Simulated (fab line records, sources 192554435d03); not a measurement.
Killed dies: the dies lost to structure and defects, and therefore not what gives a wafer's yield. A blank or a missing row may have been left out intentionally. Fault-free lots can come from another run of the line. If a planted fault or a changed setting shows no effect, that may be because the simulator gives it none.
3 desks looking at one fault / flow n5-finfet / each desk holds nothing but its own numbers, with what lay behind them at the end

## METROLOGY DESK
Lot by lot, what the gauges showed, no matter which tool ran the lot: averages of those sampled wafers that carry a number. A lot is out of limits, marked OUT, if its mean lies more than 4 standard deviations from the usual mean; the brackets give that distance. Shown here are 7 of its 12 readings, the ones lying furthest out on some lot.
Columns: A = cd-nm at N5_BEOL_M3_CD_MEAS_11, usual 17.10 nm; B = M3_OVL at N5_BEOL_M3_OVL_MEAS_12, usual 0.1 nm; C = DIBL_N at N5_BEOL_M4_RC_MEAS_101, usual 35.8 mV/V; D = IOFF_N at N5_BEOL_M4_RC_MEAS_101, usual 0.16 nA/um; E = ION_N at N5_BEOL_M4_RC_MEAS_101, usual 676 uA/um; F = ION_P at N5_BEOL_M4_RC_MEAS_101, usual 463 uA/um; G = VT_P at N5_BEOL_M4_RC_MEAS_101, usual -249.8 mV
lot=L954; first seen here=day 8 12:11; A=17.37; B=0.5; C=35.6; D=0.16; E=669; F=458; G=-252.1
lot=L956; first seen here=day 9 10:47; A=16.98; B=0.2; C=36.8; D=0.15; E=677; F=463; G=-250.7
lot=L962; first seen here=day 10 23:31; A=17.32; B=-0.3; C=33.8; D=0.12; E=659; F=457; G=-251.1
lot=L963; first seen here=day 11 07:10; A=16.97; B=-0.1; C=35.8; D=0.17; E=680; F=462; G=-252.4
lot=L964; first seen here=day 11 07:40; A=17.16; B=-0.4; C=36.5; D=0.17; E=676; F=472; G=-247.4
lot=L965; first seen here=day 11 21:33; A=16.55; B=0.3; C=36.3; D=0.16; E=675; F=464; G=-249.9
This desk found nothing out of limits on any of the 6 lots.

## THE DEFECT DESK
What the inspections along the route counted, lot by lot: means of the sampled wafers that have a number. A lot is out of limits, marked OUT, if its mean lies more than 4 standard deviations from the usual mean; the brackets give that distance.
Columns: A = raw-defect-count at N5_BEOL_M3_INSPECT_13, usual 407
lot=L954; first seen here=day 8 12:16; A=332
lot=L956; first seen here=day 9 10:53; A=406
lot=L962; first seen here=day 10 23:36; A=429
lot=L963; first seen here=day 11 07:16; A=422
lot=L964; first seen here=day 11 07:45; A=387
lot=L965; first seen here=day 11 21:38; A=284
This desk found nothing out of limits on any of the 6 lots.

## DESK OF THE TOOL OWNER: rie-diel-05
The tool's own readings at N5_BEOL_M3_ETCH_64 (etches SOC in N2/H2, target depth 75 nm, overetch 15 nm, time 112.5 s): means of the sampled wafers that have a number, for each lot that ran on this tool. A lot is out of limits, marked OUT, if its mean lies more than 4 standard deviations from the usual mean; the brackets give that distance.
Columns: A = bias-w at N5_BEOL_M3_ETCH_64, usual 150.0 W; B = drypump-motor-current-A at N5_BEOL_M3_ETCH_64, usual 5.8 A; C = oes-product-au at N5_BEOL_M3_ETCH_64, usual 0.62 a.u.; D = rf-vpp-V at N5_BEOL_M3_ETCH_64, usual 522.9 V; E = showerhead-plenum-p-Torr at N5_BEOL_M3_ETCH_64, usual 2.51 Torr; F = throttle-valve-pct at N5_BEOL_M3_ETCH_64, usual 17.86 %
lot=L954; first seen here=day 8 12:23; A=149.9; B=5.7; C=0.61; D=525.0; E=2.58; F=17.84
lot=L962; first seen here=day 11 00:05; A=150.4; B=5.6; C=0.57; D=526.3; E=2.59; F=17.75
lot=L965; first seen here=day 11 21:46; A=150.1; B=5.5; C=0.61; D=525.1; E=2.58; F=17.87
This desk found nothing out of limits on any of the 3 lots.

## TAKEN TOGETHER
The metrology desk saw nothing out of limits.
The defect desk saw nothing out of limits.
The desk of the tool owner found nothing out of limits.

## WHAT THE SIMULATOR HAD PUT IN
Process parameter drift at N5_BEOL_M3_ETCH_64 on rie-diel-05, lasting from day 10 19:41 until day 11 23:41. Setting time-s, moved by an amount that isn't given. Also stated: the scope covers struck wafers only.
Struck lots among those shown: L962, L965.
